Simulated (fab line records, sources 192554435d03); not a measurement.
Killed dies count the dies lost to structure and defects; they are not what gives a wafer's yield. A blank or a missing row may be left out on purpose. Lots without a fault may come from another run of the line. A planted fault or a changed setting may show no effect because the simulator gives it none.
fab line records	flow n5_finfet
[record] lots = 24	wafers = 72	last_day = 21
route steps=1938 shown BEOL_M3@973
lots untouched by any fault: they come from a run of this same line in which no faults occurred
start_h: start of the lot's first displayed wafer, in hours after the record's first day	wait_h: time in hours since the lot's previous step	" repeats the value in the row above	L1.1+2: several wafers, shown together as one row	- no value present, or no start provided	* or withheld: withheld	< > ~ a bound
route shown NAME@n: a module of which the file shows steps, and the number in the route of the first	usual: mean/standard deviation taken from wafers without a fault	same: alike in all rows	chamber/n: place in a boat	sites: each site's reading	_std_site: the standard deviation of these	_edge_site: outer sites' mean less inner sites'	radius_mm: for every site, how far away it sits from the centre of the wafer	mask NAME#n: copy n	behind: the most recent tool/chamber to have shaped the wafer	hold: the reason the lot was held/the length of the hold in hours/how it ended	device: transistor that didn't switch, given as n, p or np	end of line: the route-end tests of the same wafers	a step given without rows: its recipe and nothing more	killed: count of dies lost to structure and defects at first sort (not the wafer's yield)	map: per-die view of a wafer (x killed, . not killed, _ where there is no die)
set.NAME: the setting the step ran with; set.NAME@STEP: the setting that earlier step ran with	model.NAME: the simulator's own value behind a step, which no gauge read
one table for each step of the route and one row for each wafer, over a sample of lots
services: when a tool's chamber went out of use (start_h, in hours from the record's first day, below 0 if earlier), for how many hours, and the reason
[[steps]]
[step N5_BEOL_M3_ETCHBACK_99]
[recipe] chemistry = CHF3	target = SiO2	target_depth_a = 50	time_s = 10.4	source_w = 215	bias_w = 47	Ar_flow_sccm = 200	CHF3_flow_sccm = 12	ion_energy_ev = 100	pressure_mtorr = 30
[usual] drypump_motor_current_A = 5.6/0.47	oes_product_au = 0.79/0.089	rf_fwd_power_W = 212.3/1	rf_vpp_V = 245/7.4	showerhead_plenum_p_Torr = 2.18/0.08	throttle_valve_pct = 17.08/0.19
lot.wafer	tool	chamber	start_h	wait_h	drypump_motor_current_A	oes_product_au	rf_fwd_power_W	rf_hours_counter_h	rf_vpp_V	showerhead_plenum_p_Torr	throttle_valve_pct
L074.1	rie_diel-06	2	213.96	25.4	5.5	0.70	213.9	231	238	2.14	17.14
L074.4	"	3	"	"	6.0	0.98	212.0	-	248	2.21	17.00
L074.6	"	1	"	"	5.6	0.81	212.2	-	244	2.23	16.67
L075.2	rie_diel-05	1	217.48	28.6	5.5	0.70	212.7	215	235	2.23	17.34
L075.3	"	0	"	"	5.0	0.71	212.7	186	248	2.04	17.18
L075.4	"	1	"	"	5.5	0.70	212.4	-	234	2.23	17.33
L077.2	rie_diel-05	0	218.47	26.2	5.0	0.72	211.1	187	249	2.04	17.16
L077.3	"	2	"	"	6.1	0.77	212.1	138	237	2.27	17.07
L077.5	"	1	"	"	5.6	0.71	213.5	-	237	2.23	17.34
L076.2	rie_diel-06	3	224.87	30.2	6.0	0.96	212.1	16	248	2.21	17.02
L076.4	"	1	"	"	5.5	0.80	213.2	-	243	2.23	16.69
L076.6	"	2	"	"	5.5	0.70	214.0	-	237	2.14	17.15
L078.2	rie_diel-06	1	235.13	34.9	5.5	0.80	213.2	98	245	2.23	16.68
L078.4	"	3	"	"	6.1	0.96	211.4	18	246	2.21	17.00
L078.5	"	2	"	"	5.6	0.70	214.5	-	237	2.14	17.15
L080.2	rie_diel-05	2	235.13	14.7	6.1	0.77	212.8	142	239	2.26	17.05
L080.4	"	0	"	"	5.0	0.71	212.3	191	252	2.04	17.19
L080.5	"	3	"	"	5.8	0.73	212.3	-	241	2.05	17.00
L082.3	rie_diel-05	0	235.60	14.8	5.0	0.71	212.6	191	249	2.04	17.20
L082.4	"	3	"	"	5.7	0.73	212.0	179	243	2.05	17.01
L082.6	"	1	"	"	5.6	0.71	212.0	-	235	2.23	17.35
L079.4	rie_diel-06	1	240.48	23.6	5.6	0.80	213.7	99	244	2.23	16.69
L079.5	"	3	"	"	6.1	0.95	212.4	-	247	2.21	17.01
L079.6	"	0	"	"	5.8	0.75	213.4	-	249	2.15	17.27
L084.1	rie_diel-02	1	240.60	15.1	6.4	0.80	210.1	96	250	2.25	16.91
L084.4	"	1	"	"	6.4	0.79	210.4	-	250	2.26	16.93
L084.5	"	3	"	"	5.7	0.82	213.1	-	259	2.07	17.22
L081.3	rie_diel-05	3	249.71	23.3	5.7	0.73	211.9	181	242	2.05	17.02
L081.5	"	2	"	"	6.1	0.77	212.7	-	237	2.26	17.04
L081.6	"	3	"	"	5.7	0.74	212.3	-	242	2.05	17.01
L086.2	rie_diel-02	1	249.71	22.1	6.4	0.79	210.8	98	250	2.25	16.93
L086.3	"	3	"	"	5.7	0.81	211.8	94	260	2.07	17.22
L086.4	"	1	"	"	6.4	0.78	211.0	-	250	2.25	16.93
L083.2	rie_diel-02	2	258.88	15.6	5.0	0.70	212.3	232	238	2.20	17.06
L083.3	"	3	"	"	5.7	0.81	212.8	97	261	2.06	17.23
L083.6	"	3	"	"	5.7	0.81	213.2	-	261	2.06	17.23
L085.2	rie_diel-06	1	262.39	1.3	5.5	0.80	212.2	104	242	2.23	16.69
L085.3	"	2	"	"	5.5	0.69	214.8	243	237	2.14	17.17
L085.4	"	0	"	"	5.8	0.76	213.6	149	247	2.15	17.28
L089.1	rie_diel-02	2	289.68	11.2	5.0	0.68	212.9	242	238	2.19	17.06
L089.2	"	0	"	"	4.8	0.97	211.3	8	248	2.27	17.10
L089.4	"	1	"	"	6.4	0.78	211.7	110	250	2.25	16.95
L090.3	rie_diel-02	1	298.88	7.4	6.4	0.77	211.2	112	252	2.25	16.97
L090.4	"	3	"	"	5.7	0.79	212.5	110	258	2.06	17.27
L090.6	"	0	"	"	4.8	0.95	209.9	-	248	2.27	17.10
L087.1	rie_diel-05	1	299.84	26.5	5.6	0.68	212.9	236	236	2.22	17.39
L087.2	"	0	"	"	5.0	0.71	212.4	205	251	2.04	17.21
L087.6	"	0	"	"	5.0	0.70	212.5	-	250	2.04	17.20
L088.2	rie_diel-02	0	299.97	18.1	4.8	0.95	210.9	11	248	2.27	17.08
L088.5	"	3	"	"	5.7	0.80	211.8	-	260	2.06	17.25
L088.6	"	0	"	"	4.8	0.96	209.6	-	250	2.27	17.09
L091.3	rie_diel-02	0	329.94	29.8	4.8	0.92	211.5	22	247	2.27	17.11
L091.4	"	3	"	"	5.7	0.77	213.0	122	259	2.06	17.28
L091.5	"	1	"	"	6.4	0.76	211.9	-	251	2.24	16.97
L092.2	rie_diel-06	0	330.02	33.9	5.8	0.74	212.2	168	247	2.14	17.34
L092.3	"	3	"	"	6.0	0.90	211.3	46	246	2.20	17.07
L092.5	"	3	"	"	6.1	0.90	211.8	-	246	2.20	17.05
L094.2	rie_diel-06	1	333.50	24.8	5.5	0.77	211.7	128	245	2.22	16.73
L094.3	"	0	"	"	5.8	0.74	212.9	170	246	2.14	17.32
L094.4	"	2	"	"	5.5	0.98	214.7	2	237	2.13	16.66
L093.2	rie_diel-05	2	345.46	34.0	6.1	0.74	212.8	174	238	2.25	17.11
L093.3	"	3	"	"	5.7	0.71	212.3	210	243	2.04	17.08
L093.6	"	3	"	"	5.7	0.71	213.1	-	241	2.04	17.06
L096.1	rie_diel-02	2	345.46	29.6	5.0	0.93	213.7	6	239	2.19	16.68
L096.2	"	0	"	"	4.8	0.90	212.3	27	248	2.27	17.11
L096.5	"	3	"	"	5.7	0.77	211.5	-	260	2.05	17.27
L095.1	rie_diel-02	2	353.16	29.9	5.0	0.93	212.7	8	239	2.19	16.70
L095.2	"	0	"	"	4.8	0.92	211.8	29	250	2.26	17.12
L095.6	"	1	"	"	6.4	0.76	212.0	-	250	2.24	16.98
L097.4	rie_diel-02	2	369.70	28.9	5.0	0.91	213.1	-	238	2.18	16.70
L097.5	"	0	"	"	4.8	0.89	210.5	-	250	2.26	17.15
L097.6	"	3	"	"	5.7	0.77	211.9	-	260	2.05	17.30
[step N5_BEOL_M3_TRENCH_ETCH_37]
[recipe] chemistry = C4F6/O2	target_depth_a = 555.55	target = SiOC	time_s = 29.2	ion_energy_ev = 250	pressure_mtorr = 30	source_w = 355	bias_w = 185	Ar_flow_sccm = 300	C4F6_flow_sccm = 10	O2_flow_sccm = 10
[usual] drypump_motor_current_A = 5.6/0.47	oes_product_au = 0.79/0.09	rf_fwd_power_W = 349.5/1.8	rf_vpp_V = 678/20	showerhead_plenum_p_Torr = 2.88/0.1	throttle_valve_pct = 20.86/0.2
lot.wafer	tool	chamber	start_h	wait_h	drypump_motor_current_A	oes_product_au	rf_fwd_power_W	rf_hours_counter_h	rf_vpp_V	showerhead_plenum_p_Torr	throttle_valve_pct
L074.1	rie_diel-06	2	-	-	5.6	0.70	352.9	232	655	2.83	20.94
L074.4	"	3	"	"	6.0	0.97	348.8	-	681	2.92	20.84
L074.6	"	1	"	"	5.5	0.80	352.5	-	674	2.95	20.42
L075.2	rie_diel-05	1	-	-	5.6	0.71	350.8	215	650	2.95	21.09
L075.3	"	0	"	"	5.0	0.71	350.2	186	690	2.71	20.92
L075.4	"	1	"	"	5.6	0.71	349.6	-	649	2.95	21.12
L077.2	rie_diel-05	0	-	-	5.0	0.72	352.2	187	690	2.71	20.93
L077.3	"	2	"	"	6.1	0.77	350.2	138	657	2.99	20.87
L077.5	"	1	"	"	5.6	0.71	350.2	-	647	2.95	21.12
L076.2	rie_diel-06	3	-	-	6.1	0.95	348.7	16	680	2.92	20.85
L076.4	"	1	"	"	5.6	0.80	350.0	-	675	2.95	20.44
L076.6	"	2	"	"	5.5	0.69	352.5	-	658	2.83	20.94
L078.2	rie_diel-06	1	-	-	5.6	0.80	348.2	98	674	2.95	20.44
L078.4	"	3	"	"	6.0	0.96	347.4	18	681	2.92	20.87
L078.5	"	2	"	"	5.6	0.70	351.1	-	655	2.83	20.95
L080.2	rie_diel-05	2	-	-	6.1	0.77	348.7	142	657	2.99	20.85
L080.4	"	0	"	"	5.0	0.71	349.8	191	690	2.70	20.93
L080.5	"	3	"	"	5.8	0.72	348.9	-	668	2.72	20.76
L082.3	rie_diel-05	0	-	-	5.0	0.72	347.9	192	690	2.70	20.94
L082.4	"	3	"	"	5.8	0.74	349.7	180	667	2.72	20.74
L082.6	"	1	"	"	5.6	0.71	349.2	-	648	2.94	21.11
L079.4	rie_diel-06	1	-	-	5.6	0.80	350.4	99	675	2.95	20.43
L079.5	"	3	"	"	6.1	0.96	348.7	-	680	2.92	20.86
L079.6	"	0	"	"	5.8	0.76	350.2	-	682	2.85	21.05
L084.1	rie_diel-02	1	-	-	6.4	0.79	347.9	96	692	2.98	20.69
L084.4	"	1	"	"	6.4	0.79	345.2	-	693	2.98	20.70
L084.5	"	3	"	"	5.7	0.80	348.7	-	716	2.74	21.01
L081.3	rie_diel-05	3	-	-	5.7	0.73	349.0	181	667	2.72	20.76
L081.5	"	2	"	"	6.1	0.76	350.5	-	656	2.99	20.88
L081.6	"	3	"	"	5.8	0.73	349.9	-	667	2.72	20.74
L086.2	rie_diel-02	1	-	-	6.4	0.78	349.8	98	691	2.98	20.71
L086.3	"	3	"	"	5.7	0.81	349.1	94	716	2.73	21.02
L086.4	"	1	"	"	6.4	0.79	347.9	-	694	2.98	20.72
L083.2	rie_diel-02	2	-	-	5.0	0.69	351.5	232	660	2.90	20.76
L083.3	"	3	"	"	5.7	0.81	349.1	97	716	2.73	21.03
L083.6	"	3	"	"	5.7	0.81	348.5	-	715	2.73	21.04
L085.2	rie_diel-06	1	-	-	5.6	0.79	350.0	104	675	2.95	20.44
L085.3	"	2	"	"	5.5	0.69	350.0	243	655	2.83	20.95
L085.4	"	0	"	"	5.8	0.75	348.5	149	683	2.84	21.06
L089.1	rie_diel-02	2	-	-	5.0	0.69	352.0	242	659	2.90	20.79
L089.2	"	0	"	"	4.8	0.97	346.6	8	687	3.00	20.95
L089.4	"	1	"	"	6.4	0.79	347.5	110	692	2.97	20.73
L090.3	rie_diel-02	1	-	-	6.4	0.77	349.0	112	693	2.97	20.73
L090.4	"	3	"	"	5.7	0.78	348.1	110	716	2.73	21.04
L090.6	"	0	"	"	4.8	0.95	347.4	-	688	3.00	20.95
L087.1	rie_diel-05	1	-	-	5.6	0.68	350.4	236	648	2.94	21.15
L087.2	"	0	"	"	5.0	0.69	348.8	205	690	2.70	20.96
L087.6	"	0	"	"	5.0	0.70	349.1	-	691	2.70	20.95
L088.2	rie_diel-02	0	-	-	4.8	0.95	346.2	11	689	3.00	20.94
L088.5	"	3	"	"	5.7	0.79	349.4	-	717	2.73	21.04
L088.6	"	0	"	"	4.8	0.95	345.0	-	689	3.00	20.96
L091.3	rie_diel-02	0	-	-	4.8	0.93	347.3	22	689	3.00	20.99
L091.4	"	3	"	"	5.7	0.78	349.6	122	717	2.72	21.06
L091.5	"	1	"	"	6.4	0.77	347.3	-	692	2.97	20.74
L092.2	rie_diel-06	0	-	-	5.8	0.74	350.5	168	681	2.83	21.09
L092.3	"	3	"	"	6.0	0.90	347.2	46	680	2.90	20.90
L092.5	"	3	"	"	6.1	0.90	347.5	-	679	2.90	20.89
L094.2	rie_diel-06	1	-	-	5.5	0.77	348.7	129	674	2.94	20.48
L094.3	"	0	"	"	5.8	0.74	351.1	170	683	2.83	21.08
L094.4	"	2	"	"	5.6	0.98	354.6	2	656	2.82	20.51
L093.2	rie_diel-05	2	-	-	6.1	0.73	351.3	174	657	2.97	20.90
L093.3	"	3	"	"	5.7	0.71	351.4	210	667	2.71	20.78
L093.6	"	3	"	"	5.8	0.71	348.0	-	666	2.71	20.78
L096.1	rie_diel-02	2	-	-	5.0	0.93	351.0	6	658	2.89	20.48
L096.2	"	0	"	"	4.8	0.91	346.6	27	689	2.99	21.00
L096.5	"	3	"	"	5.7	0.77	350.8	-	717	2.72	21.08
L095.1	rie_diel-02	2	-	-	5.0	0.92	351.2	8	658	2.89	20.50
L095.2	"	0	"	"	4.9	0.91	347.5	29	688	2.99	20.98
L095.6	"	1	"	"	6.4	0.74	347.8	-	692	2.96	20.75
L097.4	rie_diel-02	2	-	-	5.0	0.92	351.3	-	656	2.89	20.50
L097.5	"	0	"	"	4.8	0.90	346.8	-	688	2.99	20.99
L097.6	"	3	"	"	5.7	0.77	350.0	-	716	2.72	21.06
[step N5_BEOL_M3_DEGAS_44]
[recipe] ambient = vacuum	temp_c = 250	time_s = 60
[usual] heater_power_w = 315/28
lot.wafer	tool	chamber	start_h	wait_h	heater_power_w
L074.1	pvd_sputter-03	-	214.94	0.4	306
L074.4	"	-	"	"	325
L074.6	"	-	"	"	328
L075.2	pvd_sputter-02	-	218.44	0.3	283
L075.3	"	-	"	"	343
L075.4	"	-	"	"	281
L077.2	pvd_sputter-03	-	220.25	1.2	332
L077.3	"	-	"	"	304
L077.5	"	-	"	"	303
L076.2	pvd_sputter-03	-	225.65	0.2	330
L076.4	"	-	"	"	307
L076.6	"	-	"	"	323
L080.2	pvd_sputter-01	-	236.02	0.4	342
L080.4	"	-	"	"	321
L080.5	"	-	"	"	295
L078.2	pvd_sputter-03	-	236.09	0.4	302
L078.4	"	-	"	"	324
L078.5	"	-	"	"	327
L082.3	pvd_sputter-01	-	236.26	0.1	289
L082.4	"	-	"	"	343
L082.6	"	-	"	"	347
L079.4	pvd_sputter-01	-	241.08	0.0	285
L079.5	"	-	"	"	365
L079.6	"	-	"	"	341
L084.1	pvd_sputter-03	-	241.28	0.0	266
L084.4	"	-	"	"	326
L084.5	"	-	"	"	318
L086.2	pvd_sputter-02	-	250.61	0.4	280
L086.3	"	-	"	"	284
L086.4	"	-	"	"	305
L081.3	pvd_sputter-02	-	250.69	0.4	284
L081.5	"	-	"	"	280
L081.6	"	-	"	"	343
L083.2	pvd_sputter-03	-	260.02	0.6	324
L083.3	"	-	"	"	265
L083.6	"	-	"	"	266
L085.2	pvd_sputter-03	-	263.28	0.3	272
L085.3	"	-	"	"	325
L085.4	"	-	"	"	301
L089.1	pvd_sputter-01	-	290.89	0.7	338
L089.2	"	-	"	"	293
L089.4	"	-	"	"	365
L090.3	pvd_sputter-03	-	300.06	0.6	326
L090.4	"	-	"	"	265
L090.6	"	-	"	"	321
L087.1	pvd_sputter-02	-	300.44	0.1	305
L087.2	"	-	"	"	281
L087.6	"	-	"	"	284
L088.2	pvd_sputter-02	-	300.55	0.0	283
L088.5	"	-	"	"	282
L088.6	"	-	"	"	310
L091.3	pvd_sputter-01	-	330.89	0.4	315
L091.4	"	-	"	"	300
L091.5	"	-	"	"	372
L092.2	pvd_sputter-01	-	330.97	0.4	323
L092.3	"	-	"	"	295
L092.5	"	-	"	"	294
L094.2	pvd_sputter-03	-	334.44	0.4	270
L094.3	"	-	"	"	301
L094.4	"	-	"	"	313
L096.1	pvd_sputter-01	-	346.21	0.2	337
L096.2	"	-	"	"	317
L096.5	"	-	"	"	358
L093.2	pvd_sputter-01	-	346.29	0.3	306
L093.3	"	-	"	"	360
L093.6	"	-	"	"	345
L095.1	pvd_sputter-01	-	353.90	0.2	295
L095.2	"	-	"	"	339
L095.6	"	-	"	"	335
L097.4	pvd_sputter-02	-	370.98	0.7	343
L097.5	"	-	"	"	278
L097.6	"	-	"	"	304
[step N5_BEOL_M3_ANNEAL_87]
[recipe] temp_c = 400	time_s = 240	ambient = vacuum
[usual] heater_power_w = 780/72
lot.wafer	tool	chamber	start_h	wait_h	heater_power_w
L074.1	pvd_sputter-01	-	216.41	0.0	788
L074.4	"	-	"	"	748
L074.6	"	-	"	"	739
L075.2	pvd_sputter-02	-	219.90	0.0	776
L075.3	"	-	"	"	865
L075.4	"	-	"	"	702
L077.2	pvd_sputter-01	-	222.01	0.0	726
L077.3	"	-	"	"	810
L077.5	"	-	"	"	860
L076.2	pvd_sputter-01	-	227.13	0.0	867
L076.4	"	-	"	"	929
L076.6	"	-	"	"	806
L080.2	pvd_sputter-02	-	237.35	0.0	835
L080.4	"	-	"	"	714
L080.5	"	-	"	"	702
L078.2	pvd_sputter-03	-	237.48	0.0	745
L078.4	"	-	"	"	817
L078.5	"	-	"	"	786
L082.3	pvd_sputter-02	-	239.35	0.0	783
L082.4	"	-	"	"	873
L082.6	"	-	"	"	774
L079.4	pvd_sputter-02	-	242.67	0.0	713
L079.5	"	-	"	"	688
L079.6	"	-	"	"	785
L084.1	pvd_sputter-01	-	244.35	0.0	715
L084.4	"	-	"	"	895
L084.5	"	-	"	"	795
L086.2	pvd_sputter-02	-	251.94	0.0	701
L086.3	"	-	"	"	778
L086.4	"	-	"	"	707
L081.3	pvd_sputter-01	-	252.10	0.0	720
L081.5	"	-	"	"	905
L081.6	"	-	"	"	867
L083.2	pvd_sputter-03	-	261.38	0.0	660
L083.3	"	-	"	"	745
L083.6	"	-	"	"	819
L085.2	pvd_sputter-02	-	264.72	0.0	697
L085.3	"	-	"	"	766
L085.4	"	-	"	"	871
L089.1	pvd_sputter-01	-	292.81	0.0	853
L089.2	"	-	"	"	928
L089.4	"	-	"	"	797
L090.3	pvd_sputter-03	-	301.38	0.0	749
L090.4	"	-	"	"	836
L090.6	"	-	"	"	807
L087.1	pvd_sputter-01	-	302.15	0.0	919
L087.2	"	-	"	"	727
L087.6	"	-	"	"	713
L088.2	pvd_sputter-03	-	303.22	0.0	675
L088.5	"	-	"	"	671
L088.6	"	-	"	"	758
L091.3	pvd_sputter-03	-	332.54	0.0	667
L091.4	"	-	"	"	812
L091.5	"	-	"	"	686
L092.2	pvd_sputter-02	-	332.98	0.0	754
L092.3	"	-	"	"	676
L092.5	"	-	"	"	705
L094.2	pvd_sputter-03	-	335.86	0.0	740
L094.3	"	-	"	"	809
L094.4	"	-	"	"	657
L096.1	pvd_sputter-01	-	347.75	0.0	733
L096.2	"	-	"	"	921
L096.5	"	-	"	"	730
L093.2	pvd_sputter-02	-	347.94	0.0	768
L093.3	"	-	"	"	687
L093.6	"	-	"	"	861
L095.1	pvd_sputter-03	-	355.24	0.0	821
L095.2	"	-	"	"	665
L095.6	"	-	"	"	761
L097.4	pvd_sputter-02	-	373.10	0.0	772
L097.5	"	-	"	"	700
L097.6	"	-	"	"	782
[step N5_BEOL_M3_SPUTTER_90]
[recipe] material = Cu	target_thk_a = 45	temp_c = -20	chamber_pressure_pa = 0.07	power_w = withheld	time_s = 8.29
[usual] chuck_gas_flow_sccm = 1.26/0.055	throttle_valve_pct = 29.9/0.68
lot.wafer	tool	chamber	start_h	wait_h	chuck_gas_flow_sccm	throttle_valve_pct
L074.1	pvd_sputter-01	-	216.77	0.1	1.21	29.3
L074.4	"	-	"	"	1.36	31.0
L074.6	"	-	"	"	1.22	31.1
L075.2	pvd_sputter-02	-	220.26	0.1	1.31	29.8
L075.3	"	-	"	"	1.23	30.5
L075.4	"	-	"	"	1.30	29.3
L077.2	pvd_sputter-01	-	222.37	0.1	1.32	30.9
L077.3	"	-	"	"	1.32	29.5
L077.5	"	-	"	"	1.24	29.3
L076.2	pvd_sputter-01	-	227.49	0.1	1.29	29.7
L076.4	"	-	"	"	1.32	29.6
L076.6	"	-	"	"	1.20	29.4
L080.2	pvd_sputter-02	-	237.71	0.1	1.34	30.3
L080.4	"	-	"	"	1.33	29.6
L080.5	"	-	"	"	1.31	29.4
L078.2	pvd_sputter-03	-	237.84	0.1	1.24	29.4
L078.4	"	-	"	"	1.27	30.3
L078.5	"	-	"	"	1.25	31.3
L082.3	pvd_sputter-02	-	239.71	0.1	1.36	29.9
L082.4	"	-	"	"	1.23	30.3
L082.6	"	-	"	"	1.37	29.6
L079.4	pvd_sputter-02	-	243.03	0.1	1.21	29.2
L079.5	"	-	"	"	1.25	29.4
L079.6	"	-	"	"	1.29	29.9
L084.1	pvd_sputter-01	-	244.71	0.1	1.27	31.0
L084.4	"	-	"	"	1.34	29.9
L084.5	"	-	"	"	1.30	29.6
L086.2	pvd_sputter-02	-	252.30	0.1	1.31	29.4
L086.3	"	-	"	"	1.29	29.6
L086.4	"	-	"	"	1.33	29.7
L081.3	pvd_sputter-01	-	252.46	0.1	1.38	31.2
L081.5	"	-	"	"	1.34	29.9
L081.6	"	-	"	"	1.26	29.3
L083.2	pvd_sputter-03	-	261.74	0.1	1.09	28.8
L083.3	"	-	"	"	1.31	29.5
L083.6	"	-	"	"	1.15	30.3
L085.2	pvd_sputter-02	-	265.08	0.1	1.27	29.5
L085.3	"	-	"	"	1.19	29.9
L085.4	"	-	"	"	1.29	30.2
L089.1	pvd_sputter-01	-	293.17	0.1	1.21	29.6
L089.2	"	-	"	"	1.24	29.6
L089.4	"	-	"	"	1.19	29.4
L090.3	pvd_sputter-03	-	301.74	0.1	1.22	29.5
L090.4	"	-	"	"	1.31	30.2
L090.6	"	-	"	"	1.28	31.1
L087.1	pvd_sputter-01	-	302.51	0.1	1.24	29.7
L087.2	"	-	"	"	1.21	31.2
L087.6	"	-	"	"	1.30	31.3
L088.2	pvd_sputter-03	-	303.58	0.1	1.22	29.1
L088.5	"	-	"	"	1.30	28.8
L088.6	"	-	"	"	1.19	29.6
L091.3	pvd_sputter-03	-	332.90	0.1	1.24	28.5
L091.4	"	-	"	"	1.25	31.0
L091.5	"	-	"	"	1.29	28.8
L092.2	pvd_sputter-02	-	333.34	0.1	1.18	29.6
L092.3	"	-	"	"	1.18	29.4
L092.5	"	-	"	"	1.21	29.4
L094.2	pvd_sputter-03	-	336.22	0.1	1.26	29.7
L094.3	"	-	"	"	1.15	31.2
L094.4	"	-	"	"	1.12	28.7
L096.1	pvd_sputter-01	-	348.11	0.1	1.36	31.4
L096.2	"	-	"	"	1.23	29.7
L096.5	"	-	"	"	1.23	30.8
L093.2	pvd_sputter-02	-	348.30	0.1	1.25	29.8
L093.3	"	-	"	"	1.25	29.5
L093.6	"	-	"	"	1.31	30.5
L095.1	pvd_sputter-03	-	355.60	0.1	1.19	31.3
L095.2	"	-	"	"	1.28	28.9
L095.6	"	-	"	"	1.32	29.5
L097.4	pvd_sputter-02	-	373.46	0.1	1.23	29.9
L097.5	"	-	"	"	1.19	29.9
L097.6	"	-	"	"	1.25	29.9
[step N5_BEOL_M3_SPUTTER_94]
[recipe] material = Cu	target_thk_a = 45	temp_c = -20	chamber_pressure_pa = 0.07	power_w = withheld	time_s = 8.29
[usual] chuck_gas_flow_sccm = 1.26/0.055	throttle_valve_pct = 29.9/0.71
lot.wafer	tool	chamber	start_h	wait_h	chuck_gas_flow_sccm	throttle_valve_pct
L074.1	pvd_sputter-01	-	217.21	0.1	1.30	29.5
L074.4	"	-	"	"	1.31	31.3
L074.6	"	-	"	"	1.30	31.3
L075.2	pvd_sputter-02	-	220.70	0.1	1.34	29.6
L075.3	"	-	"	"	1.28	30.3
L075.4	"	-	"	"	1.22	29.4
L077.2	pvd_sputter-01	-	222.81	0.1	1.25	31.1
L077.3	"	-	"	"	1.21	29.3
L077.5	"	-	"	"	1.10	29.6
L076.2	pvd_sputter-01	-	227.93	0.1	1.26	29.3
L076.4	"	-	"	"	1.28	29.9
L076.6	"	-	"	"	1.21	29.4
L080.2	pvd_sputter-02	-	238.15	0.1	1.26	30.6
L080.4	"	-	"	"	1.22	29.9
L080.5	"	-	"	"	1.26	29.5
L078.2	pvd_sputter-03	-	238.28	0.1	1.24	29.5
L078.4	"	-	"	"	1.32	30.4
L078.5	"	-	"	"	1.19	31.3
L082.3	pvd_sputter-02	-	240.15	0.1	1.24	29.8
L082.4	"	-	"	"	1.27	30.4
L082.6	"	-	"	"	1.31	29.8
L079.4	pvd_sputter-02	-	243.47	0.1	1.25	29.5
L079.5	"	-	"	"	1.27	29.6
L079.6	"	-	"	"	1.34	30.0
L084.1	pvd_sputter-01	-	245.15	0.1	1.25	31.2
L084.4	"	-	"	"	1.14	29.5
L084.5	"	-	"	"	1.23	29.1
L086.2	pvd_sputter-02	-	252.74	0.1	1.31	29.3
L086.3	"	-	"	"	1.23	29.8
L086.4	"	-	"	"	1.27	29.8
L081.3	pvd_sputter-01	-	252.90	0.1	1.23	31.1
L081.5	"	-	"	"	1.38	29.8
L081.6	"	-	"	"	1.23	29.6
L083.2	pvd_sputter-03	-	262.18	0.1	1.13	28.7
L083.3	"	-	"	"	1.22	29.4
L083.6	"	-	"	"	1.27	30.1
L085.2	pvd_sputter-02	-	265.52	0.1	1.30	29.2
L085.3	"	-	"	"	1.27	30.2
L085.4	"	-	"	"	1.27	30.4
L089.1	pvd_sputter-01	-	293.61	0.1	1.17	29.5
L089.2	"	-	"	"	1.26	29.6
L089.4	"	-	"	"	1.36	29.5
L090.3	pvd_sputter-03	-	302.18	0.1	1.28	29.5
L090.4	"	-	"	"	1.16	30.4
L090.6	"	-	"	"	1.33	31.4
L087.1	pvd_sputter-01	-	302.95	0.1	1.33	29.9
L087.2	"	-	"	"	1.26	31.0
L087.6	"	-	"	"	1.24	31.0
L088.2	pvd_sputter-03	-	304.02	0.1	1.18	29.0
L088.5	"	-	"	"	1.26	28.5
L088.6	"	-	"	"	1.26	29.6
L091.3	pvd_sputter-03	-	333.34	0.1	1.25	29.0
L091.4	"	-	"	"	1.22	31.2
L091.5	"	-	"	"	1.18	28.8
L092.2	pvd_sputter-02	-	333.78	0.1	1.26	29.7
L092.3	"	-	"	"	1.35	29.3
L092.5	"	-	"	"	1.24	29.4
L094.2	pvd_sputter-03	-	336.66	0.1	1.35	29.7
L094.3	"	-	"	"	1.27	31.3
L094.4	"	-	"	"	1.24	28.8
L096.1	pvd_sputter-01	-	348.55	0.1	1.28	31.3
L096.2	"	-	"	"	1.25	29.9
L096.5	"	-	"	"	1.17	31.1
L093.2	pvd_sputter-02	-	348.74	0.1	1.16	29.7
L093.3	"	-	"	"	1.21	29.3
L093.6	"	-	"	"	1.10	30.4
L095.1	pvd_sputter-03	-	356.04	0.1	1.26	31.1
L095.2	"	-	"	"	1.31	28.7
L095.6	"	-	"	"	1.21	29.6
L097.4	pvd_sputter-02	-	373.90	0.1	1.23	29.8
L097.5	"	-	"	"	1.31	29.7
L097.6	"	-	"	"	1.27	30.0
[[services]]
tool	chamber	start_h	hours	kind
rie_diel-02	-	192.18	1.3	repair
rie_diel-02	2	210.62	5.7	repair
rie_diel-06	0	211.17	17.1	repair
pvd_sputter-03	-	216.35	1.0	repair
rie_diel-05	3	216.50	6.9	repair
rie_diel-02	0	239.75	-	clean
rie_diel-02	0	239.75	-	consumable_replace:focus_ring
rie_diel-02	0	239.75	-	consumable_replace:showerhead
rie_diel-02	0	239.75	23.9	scheduled_down
rie_diel-02	0	239.75	23.9	vent_cycle
rie_diel-06	-	246.41	0.3	repair
rie_diel-06	3	272.62	3.0	repair
rie_diel-05	0	278.72	5.3	repair
rie_diel-06	0	285.76	6.9	repair
rie_diel-06	2	292.73	-	clean
rie_diel-06	2	292.73	-	consumable_replace:focus_ring
rie_diel-06	2	292.73	33.7	scheduled_down
rie_diel-06	2	292.73	33.7	vent_cycle
rie_diel-02	2	317.30	-	clean
rie_diel-02	2	317.30	-	consumable_replace:focus_ring
rie_diel-02	2	317.30	12.3	scheduled_down
rie_diel-02	2	317.30	12.3	vent_cycle
rie_diel-05	0	344.40	2.8	repair
rie_diel-02	1	367.74	5.0	repair
[[key]]
fault none
